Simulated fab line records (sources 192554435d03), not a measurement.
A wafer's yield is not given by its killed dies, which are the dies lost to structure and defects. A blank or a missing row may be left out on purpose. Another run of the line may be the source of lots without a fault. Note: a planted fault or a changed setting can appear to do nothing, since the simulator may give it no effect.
fab line records	flow n5_finfet	part 2 of 2: steps 5 to 6 of 6
record lots=22	wafers=66	last_day=18
route steps=1938 shown BEOL_M11@1577 BEOL_M13@1700
lots that met no fault: taken from a fault-free run of the same line
start_h: start of the lot's first displayed wafer, in hours after the record's first day	wait_h: hours since the lot's step before	" same as the row above	L1.1+2: a single row standing in for several wafers	- value missing, or start not given	* or withheld: withheld	< > ~ a bound
route shown NAME@n: a module of which the file shows steps, and the number in the route of the first	usual: mean/standard deviation of fault-free wafers	same: alike in all rows	chamber/n: place in a boat	sites: each site's reading	_std_site: the values' standard deviation	_edge_site: the outer-site mean with the inner-site mean subtracted	radius_mm: for every site, how far away it sits from the centre of the wafer	mask NAME#n: copy n	behind: the tool/chamber that last shaped the wafer	hold: why the lot was held/for how many hours/how that ended	device: whichever transistor did not switch (one of n, p or np)	end of line: at the end of the route, the tests of the same wafers	where a step has no rows: the recipe by itself	killed: count of dies lost to structure and defects at first sort (not the wafer's yield)	map: a wafer's dies, x killed, . not, _ none there
set.NAME: the setting as run; set.NAME@STEP: as run at that earlier step	model.NAME: the simulator's own value behind a step, which no gauge read
the route's steps for a sample of lots (tables are steps, rows are wafers)
services: the hour from which a tool's chamber was out of use, counted from the record's first day as start_h (under 0 if before that day), plus the number of hours and why
## steps
# step N5_BEOL_M11_CMP_52
# recipe stop_on=SiCOH_lowk	t_overpolish_s=7	down_force_psi=1	platen_rpm=50	clearing_platen_down_force_psi=1.5	clearing_platen_rpm=50	post_cmp_clean=cu_alkaline	target_thk_nm=140	clearing_platen_pad_velocity_m_s=0.99484	pad_velocity_m_s=0.99484
# usual barrier_field_endpoint_s=29.0/0.79	clearing_platen_down_force_psi=1.500/0.0032	motor_current_A=5.9/0.96	overpolish_run_s=7.000/0.0081	time_to_endpoint_s=67/3
lot.wafer	tool	chamber	start_h	wait_h	barrier_field_endpoint_s	clearing_platen_down_force_psi	motor_current_A	overpolish_run_s	time_to_endpoint_s
L074.4	cmp-03	0	235.14	0.1	29.9	1.508	4.5	7.001	68
L074.1	"	1	"	"	28.8	1.504	6.7	6.998	68
L074.5	"	0	"	"	28.4	1.509	4.6	7.007	64
L076.3	cmp-02	2	251.49	0.2	29.7	1.495	7.0	7.001	69
L076.1	"	0	"	"	29.7	1.501	5.0	7.000	69
L076.5	"	2	"	"	29.9	1.500	6.8	7.009	66
L078.4	cmp-04	1	266.76	0.1	29.6	1.504	5.5	7.006	66
L078.1	"	0	"	"	28.9	1.497	6.2	7.008	68
L078.5	"	2	"	"	30.2	1.498	5.2	7.019	65
L075.3	cmp-03	3	270.75	0.2	28.5	1.502	7.3	6.979	71
L075.5	"	2	"	"	29.4	1.496	4.5	7.002	69
L075.6	"	3	"	"	29.0	1.499	7.7	6.984	70
L077.1	cmp-02	2	277.75	0.3	28.0	1.493	6.8	7.010	62
L077.5	"	1	"	"	28.1	1.499	7.2	7.005	64
L077.6	"	2	"	"	28.3	1.497	6.5	7.003	63
L083.1	cmp-03	3	291.74	0.5	29.1	1.506	7.8	7.005	67
L083.2	"	0	"	"	28.7	1.500	4.5	7.013	66
L083.5	"	1	"	"	28.7	1.498	6.5	7.010	65
L079.4	cmp-02	1	298.03	0.2	29.1	1.499	6.9	7.017	64
L079.2	"	2	"	"	28.4	1.499	6.9	7.014	63
L079.6	"	1	"	"	29.0	1.503	7.2	6.988	64
L080.1	cmp-03	0	304.72	0.3	28.9	1.498	4.4	7.002	70
L080.2	"	2	"	"	28.2	1.503	4.7	6.998	67
L080.5	"	1	"	"	28.7	1.499	6.8	7.018	67
L081.2	cmp-03	3	305.00	0.2	28.5	1.501	7.0	7.001	65
L081.1	"	2	"	"	28.7	1.502	4.6	6.991	67
L081.5	"	0	"	"	28.1	1.504	4.5	7.005	64
L084.1	cmp-02	0	314.71	0.3	28.6	1.498	5.4	7.004	64
L084.4	"	1	"	"	30.2	1.501	7.3	6.994	71
L084.5	"	3	"	"	29.6	1.498	5.5	7.007	71
L082.4	cmp-04	3	317.12	0.1	30.1	1.505	5.3	7.007	71
L082.2	"	0	"	"	29.4	1.505	6.6	7.000	68
L082.5	"	0	"	"	30.0	1.505	6.7	7.007	69
L087.3	cmp-02	3	322.54	0.2	28.4	1.501	5.7	6.996	68
L087.6	"	2	"	"	28.3	1.501	6.8	6.999	66
L087.5	"	3	"	"	28.4	1.505	5.5	6.993	67
L085.2	cmp-03	0	327.18	0.2	29.2	1.497	4.7	6.995	72
L085.6	"	0	"	"	28.5	1.495	4.5	7.014	68
L085.5	"	1	"	"	30.4	1.504	7.0	7.011	75
L086.4	cmp-02	2	334.14	0.1	28.4	1.503	7.0	6.994	62
L086.1	"	3	"	"	27.7	1.499	5.5	6.997	63
L086.3	"	1	"	"	28.1	1.504	7.5	6.993	66
L088.1	cmp-03	1	336.30	0.3	29.1	1.497	6.4	6.984	70
L088.3	"	3	"	"	29.2	1.503	6.8	6.993	70
L088.2	"	0	"	"	28.4	1.503	4.5	7.008	68
L090.1	cmp-04	3	340.30	0.3	28.7	1.499	5.3	7.001	66
L090.4	"	0	"	"	29.2	1.500	6.9	7.001	70
L090.5	"	1	"	"	28.6	1.502	5.3	6.992	65
L089.4	cmp-04	2	347.24	0.2	29.9	1.502	5.1	7.007	66
L089.1	"	0	"	"	30.1	1.500	6.5	6.994	67
L089.6	"	2	"	"	30.0	1.499	5.1	7.011	69
L093.4	cmp-04	2	364.40	0.2	29.3	1.505	5.1	7.005	68
L093.1	"	0	"	"	28.8	1.500	6.6	6.995	69
L093.6	"	1	"	"	29.6	1.496	5.4	7.001	66
L096.1	cmp-04	0	366.98	0.3	28.0	1.497	6.3	7.006	68
L096.3	"	2	"	"	28.2	1.507	5.0	7.011	65
L096.5	"	1	"	"	29.0	1.499	5.8	6.992	67
L095.3	cmp-03	2	374.99	0.2	28.8	1.496	4.8	6.998	68
L095.5	"	0	"	"	28.5	1.500	4.4	7.010	68
L095.6	"	1	"	"	28.7	1.502	7.1	6.994	66
L094.1	cmp-04	2	375.51	0.3	28.9	1.498	5.1	6.996	68
L094.6	"	2	"	"	30.2	1.494	4.9	7.008	69
L094.5	"	3	"	"	30.5	1.503	5.2	6.996	76
L097.4	cmp-02	3	396.74	0.1	28.7	1.505	5.8	7.001	66
L097.2	"	2	"	"	27.9	1.499	6.8	6.998	63
L097.6	"	3	"	"	28.3	1.502	5.7	6.984	65
# step N5_BEOL_M13_ETCH_38
# recipe chemistry=CF4/N2	target=SiCN	target_depth_a=675	taper_deg=2	time_s=71.9	ion_energy_ev=150	mask_material=SiO2	pressure_mtorr=40	source_w=430	bias_w=70	Ar_flow_sccm=100	cf4_flow_sccm=60	n2_flow_sccm=60
# usual chamber_pressure_mTorr=40.00/0.039	drypump_motor_current_A=5.8/0.52	oes_product_au=0.80/0.1	rf_vpp_V=382.4/2	showerhead_plenum_p_Torr=2.21/0.076	throttle_valve_pct=15.48/0.25
lot.wafer	tool	chamber	start_h	wait_h	chamber_pressure_mTorr	drypump_motor_current_A	oes_product_au	rf_hours_counter_h	rf_vpp_V	showerhead_plenum_p_Torr	throttle_valve_pct
L074.1	rie_diel-04	3	243.89	-	39.96	5.6	0.98	5	385.5	2.35	15.39
L074.4	"	3	"	"	40.01	5.7	0.99	-	386.0	2.35	15.37
L074.5	"	0	"	"	40.00	6.2	0.71	-	381.3	2.19	15.67
L076.1	rie_diel-05	3	265.14	-	40.02	5.6	0.70	223	382.7	2.18	15.99
L076.3	"	0	"	"	40.00	5.4	0.67	238	382.5	2.17	15.68
L076.5	"	3	"	"	39.97	5.6	0.69	-	383.2	2.18	15.98
L078.1	rie_diel-04	1	275.31	-	40.00	6.6	0.75	191	380.6	2.11	15.65
L078.4	"	2	"	"	40.06	5.5	0.74	197	384.6	2.28	15.58
L078.5	"	3	"	"	40.02	5.7	0.96	-	385.2	2.35	15.41
L075.3	rie_diel-04	1	281.47	-	40.03	6.6	0.74	193	379.6	2.11	15.64
L075.5	"	1	"	"	40.05	6.6	0.74	-	379.0	2.11	15.64
L075.6	"	2	"	"	39.99	5.5	0.73	-	385.3	2.28	15.58
L077.1	rie_diel-04	2	285.78	-	40.02	5.5	0.74	200	383.9	2.28	15.58
L077.5	"	2	"	"	40.02	5.5	0.74	-	384.3	2.28	15.59
L077.6	"	1	"	"	39.99	6.6	0.75	-	381.0	2.11	15.66
L083.1	rie_diel-04	2	299.71	-	40.01	5.5	0.73	205	382.6	2.28	15.61
L083.2	"	1	"	"	39.96	6.6	0.73	199	379.1	2.11	15.65
L083.5	"	2	"	"	40.02	5.5	0.73	-	383.2	2.28	15.60
L079.2	rie_diel-02	3	311.25	-	40.00	4.8	0.71	225	382.4	2.18	15.77
L079.4	"	2	"	"	40.01	5.6	0.72	-	382.5	2.20	15.33
L079.6	"	3	"	"	39.95	4.8	0.71	-	380.8	2.18	15.77
L080.1	rie_diel-02	2	314.04	-	39.97	5.7	0.72	176	380.8	2.20	15.33
L080.2	"	3	"	"	40.00	4.8	0.71	227	381.1	2.18	15.76
L080.5	"	2	"	"	39.94	5.6	0.72	-	380.7	2.20	15.32
L081.1	rie_diel-02	1	317.39	-	39.98	5.9	0.87	51	385.6	2.34	15.16
L081.2	"	3	"	"	40.03	4.8	0.71	228	382.0	2.18	15.78
L081.5	"	2	"	"	40.05	5.6	0.72	-	382.1	2.20	15.32
L084.1	rie_diel-04	0	325.86	-	39.95	6.1	0.69	225	381.6	2.18	15.72
L084.4	"	2	"	"	40.00	5.5	0.72	213	383.8	2.27	15.61
L084.5	"	3	"	"	40.00	5.6	0.91	-	384.7	2.34	15.44
L082.2	rie_diel-05	1	326.64	-	39.99	6.7	0.68	249	381.7	2.17	15.82
L082.4	"	1	"	"	39.97	6.7	0.68	-	382.2	2.17	15.80
L082.5	"	2	"	"	40.05	5.5	0.87	-	380.6	2.16	15.07
L087.3	rie_diel-02	2	331.10	-	39.93	5.6	0.72	182	381.8	2.20	15.35
L087.5	"	1	"	"	40.01	5.9	0.86	-	386.1	2.34	15.14
L087.6	"	2	"	"	39.98	5.6	0.71	-	382.1	2.20	15.35
L085.2	rie_diel-02	3	340.44	-	39.99	4.7	0.71	236	381.9	2.18	15.80
L085.5	"	1	"	"	39.96	5.9	0.87	-	385.6	2.34	15.17
L085.6	"	0	"	"	39.92	6.0	0.95	-	380.6	2.17	15.45
L086.1	rie_diel-05	2	344.27	-	40.00	5.5	0.86	41	380.7	2.16	15.09
L086.3	"	1	"	"	39.98	6.7	0.68	257	379.7	2.17	15.80
L086.4	"	2	"	"	40.00	5.5	0.86	-	381.3	2.16	15.09
L088.1	rie_diel-02	3	344.52	-	40.02	4.8	0.71	237	380.0	2.18	15.78
L088.2	"	1	"	"	39.98	5.9	0.86	61	385.2	2.34	15.17
L088.3	"	0	"	"	40.04	6.0	0.93	7	382.0	2.17	15.46
L090.1	rie_diel-04	2	351.11	-	40.01	5.5	0.72	222	383.3	2.27	15.64
L090.4	"	3	"	"	40.00	5.7	0.90	38	386.7	2.34	15.45
L090.5	"	1	"	"	39.95	6.6	0.72	-	379.3	2.10	15.69
L089.1	rie_diel-05	0	358.63	-	39.96	5.4	0.96	8	382.6	2.17	15.22
L089.4	"	2	"	"	40.03	5.5	0.84	-	380.8	2.16	15.11
L089.6	"	3	"	"	39.98	5.6	0.68	-	381.9	2.17	16.03
L093.1	rie_diel-05	2	376.35	-	40.03	5.5	0.84	54	382.5	2.15	15.12
L093.4	"	2	"	"	40.11	5.5	0.83	-	380.4	2.15	15.12
L093.6	"	0	"	"	40.01	5.4	0.94	-	381.4	2.16	15.25
L096.1	rie_diel-05	1	377.26	-	39.96	6.7	0.96	3	380.4	2.17	15.30
L096.3	"	2	"	"	39.96	5.5	0.84	55	380.7	2.15	15.13
L096.5	"	1	"	"	39.91	6.7	0.98	-	382.0	2.17	15.31
L095.3	rie_diel-04	3	382.81	-	39.94	5.6	0.89	48	384.5	2.33	15.48
L095.5	"	3	"	"	40.16	5.6	0.89	-	384.7	2.33	15.47
L095.6	"	2	"	"	40.00	5.5	0.72	-	384.3	2.27	15.63
L094.1	rie_diel-02	2	384.24	-	40.13	5.6	0.70	200	381.7	2.19	15.37
L094.5	"	1	"	"	39.95	5.9	0.84	-	386.5	2.33	15.21
L094.6	"	2	"	"	39.91	5.6	0.70	-	382.2	2.19	15.38
L097.2	rie_diel-04	1	407.83	-	39.99	6.6	0.72	232	378.6	2.09	15.73
L097.4	"	1	"	"	40.01	6.6	0.72	-	379.8	2.09	15.74
L097.6	"	2	"	"	39.91	5.5	0.70	-	383.6	2.26	15.64
## services
tool	chamber	start_h	hours	kind
rie_diel-04	3	210.24	-	clean
cmp-02	-	211.14	20.4	pm
cmp-02	-	237.50	1.2	repair
cmp-02	-	244.44	0.2	repair
cmp-02	-	255.96	2.2	repair
cmp-03	-	256.25	2.7	repair
rie_diel-02	3	267.45	4.0	repair
cmp-02	-	271.97	4.0	pm
rie_diel-02	-	275.75	2.8	pm
rie_diel-02	0	303.00	-	clean
rie_diel-02	0	303.00	-	consumable_replace:focus_ring
rie_diel-02	0	303.00	19.1	scheduled_down
rie_diel-02	0	303.00	19.1	vent_cycle
cmp-03	-	309.49	1.3	repair
cmp-02	-	357.88	1.3	repair
cmp-04	-	382.06	1.2	repair
cmp-04	-	396.11	1.5	repair
rie_diel-02	3	398.43	8.6	repair
cmp-04	-	402.17	6.0	pm
cmp-03	-	405.07	4.0	pm
rie_diel-02	3	407.07	-	clean
rie_diel-02	3	407.07	-	consumable_replace:focus_ring
rie_diel-02	3	407.07	15.9	scheduled_down
rie_diel-02	3	407.07	15.9	vent_cycle
